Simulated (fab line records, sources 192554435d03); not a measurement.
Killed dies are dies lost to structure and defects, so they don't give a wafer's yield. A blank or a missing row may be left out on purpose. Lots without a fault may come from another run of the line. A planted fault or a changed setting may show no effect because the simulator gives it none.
A struck lot beside a sound one | flow n5_finfet | 40 steps out of a route of 1938
Sound: wafers L858.1, L858.4, L858.5. Struck: wafers L872.3, L872.5, L872.6. The cause comes at the end.
At each step with rows: each side's tool, then ch and its chambers, then its first start. Under that, the readings that differ: sound wafers | struck wafers | difference of the means | sigmas: that difference in standard deviations of wafers without a fault.
alike: readings whose means differ by less than 2 such deviations, and words and numbers that are the same on both sides. not compared: withheld readings, readings that some wafer has no value for, bounds like >300 that may hide the same value, and numbers for which the record gives no deviation and whose values overlap.
The two part at a step that has a row with sigmas, a row that says differs or no value, or rows on one side only. Numbers that don't overlap but have no deviation are shown without sigmas and don't part them. A reading that every wafer of one side lacks parts them only if that side has two wafers or more.

first, 11 steps without rows for these wafers: N5_BEOL_M0_SAQP_STRIP_80 (strips in N2/H2); N5_BEOL_M0_SAQP_HM_OPEN_112 (chemistry CHF3/O2, target SiO2, stops on a-Si, target depth 12 nm, time 13.5 s); N5_BEOL_M0_SAQP_STRIP_113 (strips in CHF3/O2); N5_BEOL_M0_SAQP_MANDREL_ETCH_20 (etches a-Si in HBr/Cl2, stops on SiNx, target depth 60 nm, bt time 10 s, time 30 s); N5_BEOL_M0_SAQP_STRIP_86 (strips in N2/H2); N5_BEOL_M0_SAQP_STRIP_115 (strips in post etch residue remover, time 60 s); N5_BEOL_M0_SAQP_SRD_93 (time 30 s); N5_BEOL_M0_SAQP_RECESS_114 (chemistry HF/NH3, target SiO2, target depth 14.4 nm, afs cycles 3, sublimation time 60 s); N5_BEOL_M0_SAQP_SPACER1_ALD_98 (deposits SiO2, target thk 12.8 nm, pulse time 1 s, purge time 2 s); N5_BEOL_M0_SAQP_SPACER1_ETCHBACK_99 (etches SiO2 in CHF3/O2, target depth 15.4 nm, time 7.7 s); N5_BEOL_M0_SAQP_MANDREL1_REMOVE_100 (chemistry HBr/Cl2/O2, target a-Si, stops on SiNx, bt time 10 s).
N5_BEOL_M0_SAQP_ETCH_101: etches SiNx in CH3F/O2, target depth 29.9 nm, time 42.7 s.
  sound on rie_diel-04 ch 1,2, day 5 19:28; struck on rie_diel-04 ch 0,1,3, day 9 02:23
  alike: bias_w, drypump_motor_current_A, oes_f_703_au, oes_product_au, rf_vpp_V, showerhead_plenum_p_Torr, throttle_valve_pct
  not compared: rf_hours_counter_h
then, 25 steps without rows for these wafers: N5_BEOL_M0_SAQP_ETCH_102 (etches SiO2 in CF4, target depth 4 nm, time 4.4 s); N5_BEOL_M0_SAQP_MANDREL_ETCH_103 (etches a-Si in HBr/Cl2, stops on SiCN, target depth 45 nm, bt time 10 s, time 27 s); N5_BEOL_M0_SAQP_RECESS_104 (chemistry HF/NH3, target SiO2, target depth 18 nm, afs cycles 3, sublimation time 60 s); N5_BEOL_M0_SAQP_COAT_105 (time 60 s, resist thk 100 nm); N5_BEOL_M0_SAQP_ETCH_106 (etches SOC in N2/H2, stops on SiNx, target depth 150 nm); N5_BEOL_M0_SAQP_ETCH_107 (etches SiNx in CH3F/O2, target depth 30 nm); N5_BEOL_M0_SAQP_STRIP_108 (strips in N2/H2); N5_BEOL_M0_SAQP_RECESS_109 (chemistry HF/NH3, target SiO2, target depth 3 nm, afs cycles 1, sublimation time 60 s); N5_BEOL_M0_SAQP_SPACER2_ALD_26 (deposits SiO2, target thk 15 nm, pulse time 1 s, purge time 2 s); N5_BEOL_M0_SAQP_SPACER2_ETCHBACK_27 (etches SiO2 in CHF3/O2, target depth 22.5 nm, time 11.25 s); N5_BEOL_M0_SAQP_MANDREL2_REMOVE_110 (chemistry HBr/Cl2/O2, target a-Si, stops on SiCN, bt time 10 s); N5_BEOL_M0_SAQP_COAT_69 (time 60 s, resist thk 90 nm); N5_BEOL_M0_SAQP_COAT_72 (time 60 s, resist thk 15 nm); N5_BEOL_M0_SAQP_COAT_87 (time 60 s, resist thk 5 nm); N5_BEOL_M0_SAQP_COAT_34 (resist thk 30 nm); N5_BEOL_M0_SAQP_EBR_36; N5_BEOL_M0_SAQP_SOFTBAKE_35 (time 60 s); N5_BEOL_M0_SAQP_EXPOSE_37 (exposes mask M0 CUT1, target cd 30 nm); N5_BEOL_M0_SAQP_PEB_38 (peb time 60 s); N5_BEOL_M0_SAQP_DEVELOP_39 (develop time 30 s); N5_BEOL_M0_SAQP_DESCUM_45 (chemistry O2, time 7 s); N5_BEOL_M0_SAQP_ETCH_88 (etches underlayer in N2/H2, target depth 6.5 nm, time 5.2 s); N5_BEOL_M0_SAQP_ETCH_73 (etches SiARC in CF4, target depth 19.5 nm, time 32.5 s); N5_BEOL_M0_SAQP_CUT_ETCH_46 (etches SOC in N2/H2, target depth 135 nm, overetch 27 nm, time 202.5 s); N5_BEOL_M0_SAQP_STRIP_74 (strips in N2/H2).
N5_BEOL_M0_CUTY_INSPECT_59: inspects for defects (macro).
  sound on defect_inspect-01, day 5 23:07; struck on defect_inspect-02, day 9 05:58
  reading          | sound | struck      | difference | sigmas
  raw_defect_count | 4 1 4 | 248 241 244 | +241       | +99 or more
N5_BEOL_M4_RC_MEAS_101:
  sound on prober-02 ch 0, day 7 22:27; struck on prober-02 ch 0, day 11 04:13
  reading       | sound       | struck      | difference | sigmas
  ION_P (uA/um) | 473 470 467 | 453 452 460 | -15        | -2
  alike: DIBL_N, DIBL_P, IOFF_N, IOFF_P, ION_N, SS_N, SS_P, VT_N, VT_P
-- the record jumps here: 4 days lie between the struck wafers' starts before and after (it left off in module BEOL_M4 and takes up again in module PASSIVATION, whose first step shown is number 1936 of the route) --
N5_PASSIVATION_PROBE_49:
  the record has rows for the struck wafers here (prober-02, day 15 15:31) and none for the sound ones

WHERE THEY PART
First at N5_BEOL_M0_CUTY_INSPECT_59; last, within this record, at N5_PASSIVATION_PROBE_49.

WHY: what the simulator had put in
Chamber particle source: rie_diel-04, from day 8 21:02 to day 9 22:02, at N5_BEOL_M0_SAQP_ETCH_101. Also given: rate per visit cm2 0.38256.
